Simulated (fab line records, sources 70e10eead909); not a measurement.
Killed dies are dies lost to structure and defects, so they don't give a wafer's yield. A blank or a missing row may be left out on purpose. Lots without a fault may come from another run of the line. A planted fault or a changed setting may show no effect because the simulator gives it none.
fab line records | flow nand_harc | part 1 of 2: steps 1 to 24 of 36
record lots=5 wafers=15 last_day=23
route steps=1159 shown P_CONTACT@251 P_M0@253 P_M1@285
lots that met no fault: from a run of the same line without faults
start_h: hours from the record's first day to the start of the lot's first wafer shown | wait_h: hours since the lot's step before | " the same as in the row above | L1.1+2: a row that stands for several wafers | - no value, or no start given | * or withheld: withheld | < > ~ a bound
route shown NAME@n: a module of which the file shows steps, and the number in the route of the first | usual: mean/standard deviation of fault-free wafers | same: alike in all rows | chamber/n: place in a boat | sites: the reading at each site | _std_site: their standard deviation | _edge_site: outer sites' mean less inner sites' | radius_mm: how far each site lies from the wafer's centre | mask NAME#n: copy n | behind: the tool/chamber that last shaped the wafer | hold: why the lot was held/for how many hours/how that ended | device: the transistor (n, p or np) that didn't switch | end of line: the same wafers' tests at the end of the route | a step without rows: its recipe alone | killed: dies lost to structure and defects at the first sort, not the wafer's yield | map: a wafer's dies, x killed, . not, _ none there
set.NAME: the setting as run; set.NAME@STEP: as run at that earlier step | model.NAME: the simulator's own value behind a step, which no gauge read
lots at some steps of the route; a table a step, a row a wafer
services: from which hour (start_h, from the record's first day; less than 0 if before it) a tool's chamber was out of use, for how many hours, and why
## steps
# step NHARC_P_CONTACT_SRD_26
# columns lot.wafer tool chamber start_h wait_h
L074.3+2+4 wet_bench-02 0,2,4 105.09 0.0
L075.4+5+6 wet_bench-07 6,0,1 114.93 0.0
L084.3+2+4 wet_bench-05 1,3,5 180.41 0.0
L087.6+4+5 wet_bench-05 0,1,2 209.57 0.0
L086.4+2+6 wet_bench-02 5,6,1 209.78 0.0
# step NHARC_P_CONTACT_INSPECT_27
# usual raw_defect_count=270/110
# columns lot.wafer tool chamber start_h wait_h raw_defect_count
L074.2 defect_inspect-01 - 105.17 0.1 410
L074.3 " - " " 196
L074.4 " - " " 196
L075.4 defect_inspect-02 - 115.01 0.1 288
L075.5 " - " " 226
L075.6 " - " " 525
L084.2 defect_inspect-01 - 180.48 0.1 354
L084.3 " - " " 225
L084.4 " - " " 230
L087.4 defect_inspect-02 - 209.65 0.1 164
L087.5 " - " " 225
L087.6 " - " " 142
L086.2 defect_inspect-01 - 209.86 0.1 321
L086.4 " - " " 143
L086.6 " - " " 218
# step NHARC_P_M0_DEP_00
# recipe target_thk_a=1500 target_thk_nm=150 temp_c=withheld pressure_torr=5 flow_sccm=200 rf_w=600 material=SiOC
# columns lot.wafer tool chamber start_h wait_h since_wet_clean_h
L074.2 pecvd-01 2 105.28 0.1 36
L074.3 " 0 " " 36
L074.4 " 0 " " -
L075.4 pecvd-01 1 115.21 0.2 -
L075.5 " 2 " " -
L075.6 " 0 " " -
L084.2 pecvd-03 0 180.59 0.1 56
L084.3 " 1 " " 57
L084.4 " 2 " " -
L087.4 pecvd-02 0 209.85 0.2 -
L087.6 " 1 " " -
L087.5 " 2 " " -
L086.2 pecvd-03 1 210.01 0.2 86
L086.6 " 2 " " -
L086.4 " 1 " " -
# step NHARC_P_M0_DEHYDRATE_01
# recipe temp_c=150 time_s=120
# usual plate_temp_C=150.02/0.13
# columns lot.wafer tool chamber start_h wait_h plate_temp_C
L074.2 litho_track-01 0 105.64 - 149.84
L074.3 " 0 " " 150.04
L074.4 " 0 " " 149.96
L075.4 litho_track-01 0 115.48 - 150.17
L075.5 " 0 " " 149.98
L075.6 " 0 " " 149.87
L084.2 litho_track-04 0 180.96 - 150.12
L084.3 " 0 " " 150.15
L084.4 " 0 " " 149.99
L087.4 litho_track-06 0 210.12 - 149.99
L087.5 " 0 " " 150.01
L087.6 " 0 " " 149.81
L086.2 litho_track-01 0 210.32 - 150.19
L086.4 " 0 " " 149.99
L086.6 " 0 " " 149.93
# step NHARC_P_M0_HMDS_02
# recipe time_s=30
# columns lot.wafer tool chamber start_h wait_h
L074.2+3+4 litho_track-01 0 - -
L075.4+5+6 litho_track-01 0 - -
L084.2+3+4 litho_track-04 0 - -
L087.4+5+6 litho_track-06 0 - -
L086.2+4+6 litho_track-01 0 - -
# step NHARC_P_M0_COAT_33
# recipe temp_c=200 time_s=65
# usual plate_temp_C=200.03/0.17
# columns lot.wafer tool chamber start_h wait_h plate_temp_C
L074.2 litho_track-01 0 - - 199.91
L074.3 " 0 " " 200.18
L074.4 " 0 " " 199.94
L075.4 litho_track-01 0 - - 200.29
L075.5 " 0 " " 200.20
L075.6 " 0 " " 200.13
L084.2 litho_track-04 0 - - 200.15
L084.3 " 0 " " 200.10
L084.4 " 0 " " 199.93
L087.4 litho_track-06 0 - - 199.84
L087.5 " 0 " " 199.92
L087.6 " 0 " " 199.87
L086.2 litho_track-01 0 - - 199.96
L086.4 " 0 " " 200.12
L086.6 " 0 " " 200.24
# step NHARC_P_M0_COAT_03
# recipe spin_rpm=1500 resist_thk_nm=90
# usual dispense_pressure_kPa=50.5/1.7
# columns lot.wafer tool chamber start_h wait_h dispense_pressure_kPa
L074.2 litho_track-01 0 - - 52.7
L074.3 " 0 " " 52.7
L074.4 " 0 " " 52.7
L075.4 litho_track-01 0 - - 52.7
L075.5 " 0 " " 52.7
L075.6 " 0 " " 52.7
L084.2 litho_track-04 0 - - 48.8
L084.3 " 0 " " 48.8
L084.4 " 0 " " 48.8
L087.4 litho_track-06 0 - - 49.3
L087.5 " 0 " " 49.4
L087.6 " 0 " " 49.3
L086.2 litho_track-01 0 - - 52.7
L086.4 " 0 " " 52.7
L086.6 " 0 " " 52.7
# step NHARC_P_M0_SOFTBAKE_04
# recipe temp_c=105 time_s=55
# usual plate_temp_C=105.02/0.11
# columns lot.wafer tool chamber start_h wait_h plate_temp_C
L074.2 litho_track-01 0 - - 104.99
L074.3 " 0 " " 105.19
L074.4 " 0 " " 105.13
L075.4 litho_track-01 0 - - 105.03
L075.5 " 0 " " 104.92
L075.6 " 0 " " 104.93
L084.2 litho_track-04 0 - - 105.08
L084.3 " 0 " " 105.03
L084.4 " 0 " " 105.12
L087.4 litho_track-06 0 - - 104.89
L087.5 " 0 " " 104.95
L087.6 " 0 " " 105.20
L086.2 litho_track-01 0 - - 104.91
L086.4 " 0 " " 105.03
L086.6 " 0 " " 104.83
# step NHARC_P_M0_EBR_05
# columns lot.wafer tool chamber start_h wait_h
L074.2+3+4 litho_track-01 0 - -
L075.4+5+6 litho_track-01 0 - -
L084.2+3+4 litho_track-04 0 - -
L087.4+5+6 litho_track-06 0 - -
L086.2+4+6 litho_track-01 0 - -
# step NHARC_P_M0_EXPOSE_06
# recipe na=1.35 target_cd_nm=90 dose_mj=81.28 mask_id=P_M0
# usual focus_offset_nm=0.0/0.56
# columns lot.wafer tool chamber start_h wait_h mask focus_offset_nm
L074.2 arfi_scanner-02 0 105.94 - P_M0#0 -0.4
L074.3 " 0 " " P_M0#0 0.3
L074.4 " 0 " " P_M0#0 0.0
L075.4 arfi_scanner-01 0 115.78 - P_M0#0 -0.8
L075.5 " 0 " " P_M0#0 -0.6
L075.6 " 0 " " P_M0#0 -1.3
L084.2 arfi_scanner-02 0 181.25 - P_M0#0 0.2
L084.3 " 0 " " P_M0#0 0.0
L084.4 " 0 " " P_M0#0 -0.6
L087.4 arfi_scanner-03 0 210.42 - P_M0#0 0.0
L087.5 " 0 " " P_M0#0 -0.1
L087.6 " 0 " " P_M0#0 0.1
L086.2 arfi_scanner-01 0 210.62 - P_M0#0 0.0
L086.4 " 0 " " P_M0#0 -0.3
L086.6 " 0 " " P_M0#0 0.4
# step NHARC_P_M0_PEB_07
# recipe peb_temp_c=100 peb_time_s=65
# usual plate_temp_C=100.01/0.11
# columns lot.wafer tool chamber start_h wait_h plate_temp_C
L074.2 litho_track-04 0 105.99 0.1 100.05
L074.3 " 0 " " 100.07
L074.4 " 0 " " 100.09
L075.4 litho_track-01 0 115.83 0.0 100.20
L075.5 " 0 " " 100.14
L075.6 " 0 " " 100.05
L084.2 litho_track-01 0 181.31 0.1 100.24
L084.3 " 0 " " 100.02
L084.4 " 0 " " 100.03
L087.4 litho_track-04 0 210.47 0.0 100.00
L087.5 " 0 " " 99.90
L087.6 " 0 " " 100.15
L086.2 litho_track-06 0 210.67 0.1 99.96
L086.4 " 0 " " 99.99
L086.6 " 0 " " 99.95
# step NHARC_P_M0_DEVELOP_08
# recipe develop_time_s=35 dev_temp_c=23
# columns lot.wafer tool chamber start_h wait_h
L074.2+3+4 litho_track-04 0 - -
L075.4+5+6 litho_track-01 0 - -
L084.2+3+4 litho_track-01 0 - -
L087.4+5+6 litho_track-04 0 - -
L086.2+4+6 litho_track-06 0 - -
# step NHARC_P_M0_CD_MEAS_09
# recipe target_cd_nm=90 landing_energy_ev=500
# usual cd_nm=89.6/1.1
# same landing_energy_ev=500
# columns lot.wafer tool chamber start_h wait_h cd_nm
L074.2 cd_sem-03 0 106.08 - 89.5
L074.3 " 0 " " 90.7
L074.4 " 0 " " 90.5
L075.4 cd_sem-01 0 115.91 - 88.1
L075.5 " 0 " " 88.5
L075.6 " 0 " " 88.0
L084.2 cd_sem-03 0 181.39 - 88.0
L084.3 " 0 " " 88.5
L084.4 " 0 " " 87.9
L087.4 cd_sem-02 0 210.55 - 90.0
L087.5 " 0 " " 90.7
L087.6 " 0 " " 89.7
L086.2 cd_sem-01 0 210.75 - 89.4
L086.4 " 0 " " 88.7
L086.6 " 0 " " 89.4
# step NHARC_P_M0_OVL_MEAS_10
# recipe pitch_nm=180
# usual overlay_x_nm=0.0/0.85 overlay_y_nm=-0.2/0.64
# columns lot.wafer tool chamber start_h wait_h overlay_x_nm overlay_y_nm
L074.2 overlay-01 - 106.16 - 0.3 -0.5
L074.3 " - " " 0.8 -0.8
L074.4 " - " " 0.7 -0.1
L075.4 overlay-02 - 115.99 - 0.7 -0.8
L075.5 " - " " 1.0 -0.7
L075.6 " - " " 0.8 -0.8
L084.2 overlay-01 - 181.47 - 1.1 0.4
L084.3 " - " " 1.2 1.0
L084.4 " - " " 1.2 0.4
L087.4 overlay-01 - 210.64 - -0.5 -0.8
L087.5 " - " " -0.3 -0.5
L087.6 " - " " 0.2 -0.5
L086.2 overlay-02 - 210.84 - 0.1 0.2
L086.4 " - " " 0.0 -0.2
L086.6 " - " " -0.3 0.1
# step NHARC_P_M0_INSPECT_11
# usual raw_defect_count=4.0/2.3
# columns lot.wafer tool chamber start_h wait_h raw_defect_count
L074.2 defect_inspect-02 - 106.20 0.0 6
L074.3 " - " " 6
L074.4 " - " " 5
L075.4 defect_inspect-01 - 116.03 0.0 0
L075.5 " - " " 1
L075.6 " - " " 4
L084.2 defect_inspect-01 - 181.51 0.0 4
L084.3 " - " " 5
L084.4 " - " " 3
L087.4 defect_inspect-02 - 210.67 0.0 4
L087.5 " - " " 5
L087.6 " - " " 8
L086.2 defect_inspect-01 - 210.88 0.0 8
L086.4 " - " " 4
L086.6 " - " " 15
# step NHARC_P_M0_DESCUM_14
# recipe time_s=3 o2_flow_sccm=200 ar_flow_sccm=0 bias_power_w=0 chemistry=O2
# usual drypump_motor_current_A=6.0/0.41 mfc_ar_sccm=0.010/0.015 oes_product_au=1.007/0.01 rf_vpp_V=58.0/0.8 showerhead_plenum_p_Torr=1.93/0.055 throttle_valve_pct=11.311/0.0096
# columns lot.wafer tool chamber start_h wait_h drypump_motor_current_A mfc_ar_sccm oes_product_au rf_hours_counter_h rf_vpp_V showerhead_plenum_p_Torr throttle_valve_pct
L074.2 rie_diel-05 2 106.26 0.1 6.1 0.040 1.002 8 58.9 2.02 11.319
L074.4 " 3 " " 5.0 0 1.017 8 56.4 1.82 11.309
L074.3 " 1 " " 5.6 0 1.023 8 58.4 1.98 11.327
L075.4 rie_diel-05 0 116.10 0.1 6.4 0 1.015 9 59.1 1.97 11.309
L075.6 " 3 " " 5.0 0 1.013 - 57.9 1.82 11.290
L075.5 " 0 " " 6.4 0 1.015 - 58.3 1.97 11.321
L084.4 rie_diel-04 2 181.57 0.1 6.3 0.022 1.017 4 57.8 1.89 11.315
L084.3 " 3 " " 6.4 0.037 0.995 1 58.4 1.93 11.317
L084.2 " 1 " " 6.0 0 1.012 4 57.0 1.89 11.303
L087.4 rie_diel-04 0 210.75 0.1 6.0 0 1.016 6 58.7 1.93 11.313
L087.6 " 3 " " 6.4 0.037 0.990 - 58.2 1.93 11.311
L087.5 " 0 " " 6.0 0 1.005 - 58.2 1.93 11.319
L086.4 rie_diel-10 3 210.95 0.1 6.6 0.013 1.004 2 58.3 2.05 11.310
L086.2 " 0 " " 5.7 0 1.011 2 57.7 1.96 11.301
L086.6 " 2 " " 6.1 0 0.990 - 57.3 1.92 11.319
# step NHARC_P_M0_ETCH_34
# recipe target_depth_a=400 overetch_a=120 time_s=43.94 ion_energy_ev=200 n2_flow_sccm=150 h2_flow_sccm=150 ar_flow_sccm=0 rf_w=400 bias_w=150 chemistry=N2/H2
# usual drypump_motor_current_A=6.0/0.41 h2_flow_sccm=150.0/0.44 mfc_ar_sccm=0.010/0.015 oes_product_au=1.006/0.01 rf_vpp_V=431.2/1.8 showerhead_plenum_p_Torr=2.07/0.061 throttle_valve_pct=14.172/0.009
# columns lot.wafer tool chamber start_h wait_h drypump_motor_current_A h2_flow_sccm mfc_ar_sccm oes_product_au rf_hours_counter_h rf_vpp_V showerhead_plenum_p_Torr throttle_valve_pct
L074.2 rie_diel-05 3 106.34 0.1 5.0 150.3 0 1.017 8 428.5 1.93 14.171
L074.3 " 0 " " 6.4 149.6 0 1.008 8 433.2 2.11 14.162
L074.4 " 2 " " 6.2 149.5 0.040 1.016 8 432.5 2.15 14.152
L075.4 rie_diel-05 0 116.19 0.1 6.4 150.0 0 1.009 9 432.8 2.11 14.184
L075.6 " 2 " " 6.1 150.3 0.040 1.011 - 432.2 2.15 14.167
L075.5 " 3 " " 5.0 149.1 0 1.009 - 426.9 1.93 14.176
L084.3 rie_diel-04 2 181.66 0.1 6.4 150.4 0.022 1.007 4 431.2 2.01 14.162
L084.4 " 3 " " 6.4 150.1 0.037 0.995 1 431.2 2.06 14.168
L084.2 " 1 " " 6.0 150.3 0 1.004 4 430.2 2.01 14.173
L087.4 rie_diel-04 1 210.83 0.1 6.0 150.0 0 1.020 6 430.4 2.01 14.168
L087.5 " 3 " " 6.4 150.1 0.037 1.001 - 429.6 2.06 14.177
L087.6 " 0 " " 6.0 149.0 0 1.021 - 431.7 2.06 14.169
L086.4 rie_diel-10 2 211.03 0.1 6.1 149.6 0 0.979 2 431.0 2.05 14.171
L086.2 " 3 " " 6.6 150.1 0.013 1.004 2 434.6 2.19 14.174
L086.6 " 0 " " 5.7 149.9 0 1.001 - 431.1 2.09 14.180
# step NHARC_P_M0_ETCH_15
# recipe target_depth_a=1500 overetch_a=150 time_s=82.5 c4f8_flow_sccm=withheld ar_flow_sccm=400 rf_w=600 bias_w=300 chemistry=C4F8/Ar
# usual oes_product_au=0.956/0.024 rf_vpp_V=441.4/1.9
# columns lot.wafer tool chamber start_h wait_h oes_product_au rf_hours_counter_h rf_vpp_V
L074.3 rie_diel-05 3 - - 0.969 8 437.3
L074.2 " 0 " " 0.975 8 443.3
L074.4 " 2 " " 0.966 8 443.5
L075.4 rie_diel-05 3 - - 0.971 9 436.4
L075.6 " 0 " " 0.960 - 440.4
L075.5 " 1 " " 0.983 - 441.8
L084.3 rie_diel-04 1 - - 0.997 4 439.8
L084.2 " 2 " " 0.981 4 441.0
L084.4 " 3 " " 0.951 1 442.5
L087.4 rie_diel-04 3 - - 0.959 3 442.7
L087.6 " 1 " " 1.011 - 439.5
L087.5 " 2 " " 1.002 - 440.4
L086.4 rie_diel-10 3 - - 0.931 2 444.9
L086.2 " 1 " " 0.939 2 441.9
L086.6 " 2 " " 0.909 - 441.7
# step NHARC_P_M0_CD_MEAS_16
# usual cd_nm=89.8/1.3
# columns lot.wafer tool chamber start_h wait_h cd_nm
L074.2 cd_sem-01 - 106.56 - 89.0
L074.3 " - " " 92.0
L074.4 " - " " 90.2
L075.4 cd_sem-01 - 116.40 - 89.2
L075.5 " - " " 88.9
L075.6 " - " " 87.5
L084.2 cd_sem-03 - 181.87 - 89.1
L084.3 " - " " 88.6
L084.4 " - " " 87.9
L087.4 cd_sem-01 - 211.04 - 91.4
L087.5 " - " " 91.0
L087.6 " - " " 90.1
L086.2 cd_sem-03 - 211.24 - 88.8
L086.4 " - " " 88.0
L086.6 " - " " 89.0
# step NHARC_P_M0_STRIP_18
# recipe power_w=1000 n2_flow_sccm=150 h2_flow_sccm=150 ar_flow_sccm=0 bias_w=0 chemistry=N2/H2
# usual drypump_motor_current_A=5.9/0.48 h2_flow_sccm=150.0/0.45 mfc_ar_sccm=0.009/0.015 oes_product_au=1.003/0.01 rf_vpp_V=91.0/0.93 showerhead_plenum_p_Torr=2.08/0.073 throttle_valve_pct=14.171/0.0089
# columns lot.wafer tool chamber start_h wait_h drypump_motor_current_A h2_flow_sccm mfc_ar_sccm oes_product_au rf_hours_counter_h rf_vpp_V showerhead_plenum_p_Torr throttle_valve_pct
L074.3 rie_diel-05 3 106.63 0.1 5.0 150.1 0 1.010 8 91.2 1.93 14.171
L074.4 " 0 " " 6.4 150.2 0 1.003 8 90.8 2.11 14.168
L074.2 " 2 " " 6.1 150.4 0.040 1.008 8 90.4 2.15 14.164
L075.4 rie_diel-10 3 116.52 0.1 6.6 149.6 0.013 0.999 8 91.6 2.19 14.180
L075.5 " 1 " " 5.6 149.9 0.004 1.002 - 90.7 2.12 14.175
L075.6 " 2 " " 6.0 150.6 0 0.990 - 90.7 2.05 14.171
L084.4 rie_diel-04 1 181.97 0.1 6.0 149.3 0 1.007 4 90.8 2.01 14.166
L084.3 " 2 " " 6.4 149.3 0.022 1.003 4 89.9 2.01 14.160
L084.2 " 3 " " 6.4 149.5 0.037 1.002 1 90.7 2.06 14.166
L087.4 rie_diel-05 2 211.16 0.1 6.2 149.9 0.040 1.005 2 90.3 2.15 14.167
L087.6 " 0 " " 6.5 150.9 0 1.008 - 90.8 2.10 14.177
L087.5 " 1 " " 5.6 150.7 0 0.998 - 89.7 2.11 14.171
L086.2 rie_diel-10 3 211.36 0.1 6.6 150.0 0.013 1.009 2 91.5 2.19 14.159
L086.4 " 0 " " 5.7 149.8 0 1.010 2 90.8 2.09 14.175
L086.6 " 1 " " 5.6 150.6 0.004 1.008 - 90.5 2.11 14.176
# step NHARC_P_M0_STRIP_19
# recipe time_s=600 temp_c=30 chemistry=post_etch_residue_remover
# columns lot.wafer tool chamber start_h wait_h
L074.4+2+3 wet_bench-09 6,7,0 106.91 -
L075.5+4+6 wet_bench-04 7,1,2 116.75 -
L084.2+4+3 wet_bench-09 7,2,3 182.22 -
L087.4+6+5 wet_bench-09 1,3,4 211.39 -
L086.6+4+2 wet_bench-04 1,2,3 211.60 -
# step NHARC_P_M0_DEGAS_28
# recipe temp_c=250 time_s=60
# usual heater_power_w=336/40 susceptor_temp_C=250.00/0.16
# columns lot.wafer tool chamber start_h wait_h heater_power_w susceptor_temp_C
L074.3 pvd_sputter-01 - 107.18 - 386 250.17
L074.4 " - " " 268 250.00
L074.2 " - " " 330 249.78
L075.4 pvd_sputter-01 - 117.01 - 337 249.87
L075.5 " - " " 335 250.23
L075.6 " - " " 379 249.85
L084.3 pvd_sputter-02 - 182.49 - 403 250.11
L084.2 " - " " 335 249.93
L084.4 " - " " 305 249.88
L087.4 pvd_sputter-02 - 211.66 - 397 -
L087.6 " - " " 396 -
L087.5 " - " " 346 -
L086.4 pvd_sputter-02 - 211.86 - 300 249.79
L086.2 " - " " 401 250.03
L086.6 " - " " 404 250.31
# step NHARC_P_M0_PRE_CLEAN_29
# recipe time_s=30 temp_c=280 gas=H2/He
# usual heater_power_w=414/50 susceptor_temp_C=280.00/0.17
# columns lot.wafer tool chamber start_h wait_h heater_power_w susceptor_temp_C
L074.2 pvd_sputter-01 - - - 325 280.09
L074.4 " - " " 419 280.08
L074.3 " - " " 467 279.99
L075.4 pvd_sputter-01 - - - 419 280.05
L075.5 " - " " 322 279.90
L075.6 " - " " 404 280.12
L084.2 pvd_sputter-02 - - - 432 280.27
L084.4 " - " " 396 279.87
L084.3 " - " " 374 279.87
L087.4 pvd_sputter-02 - - - 510 280.02
L087.5 " - " " 373 280.14
L087.6 " - " " 491 280.15
L086.4 pvd_sputter-02 - - - 424 280.26
L086.2 " - " " 412 279.65
L086.6 " - " " 420 280.36
# step NHARC_P_M0_PVD_20
# recipe target_thk_a=50 bias_v=168.6 power_w=15000 chamber_pressure_pa=0.12 time_s=8.06 substrate_temp_c=50 material=TaN
# usual substrate_temp_c=50.01/0.11 throttle_valve_pct=29.9/0.84
# columns lot.wafer tool chamber start_h wait_h substrate_temp_c throttle_valve_pct
L074.2 pvd_sputter-01 - - - 49.86 28.6
L074.3 " - " " 49.88 30.2
L074.4 " - " " 50.05 29.2
L075.4 pvd_sputter-01 - - - 50.04 30.4
L075.6 " - " " 49.97 29.1
L075.5 " - " " 49.91 28.9
L084.3 pvd_sputter-02 - - - 50.02 29.7
L084.4 " - " " 49.96 31.3
L084.2 " - " " 50.06 29.0
L087.4 pvd_sputter-02 - - - 49.82 31.7
L087.5 " - " " 49.78 31.5
L087.6 " - " " 49.92 29.6
L086.2 pvd_sputter-02 - - - 49.98 28.8
L086.4 " - " " 50.07 29.8
L086.6 " - " " 49.82 29.4
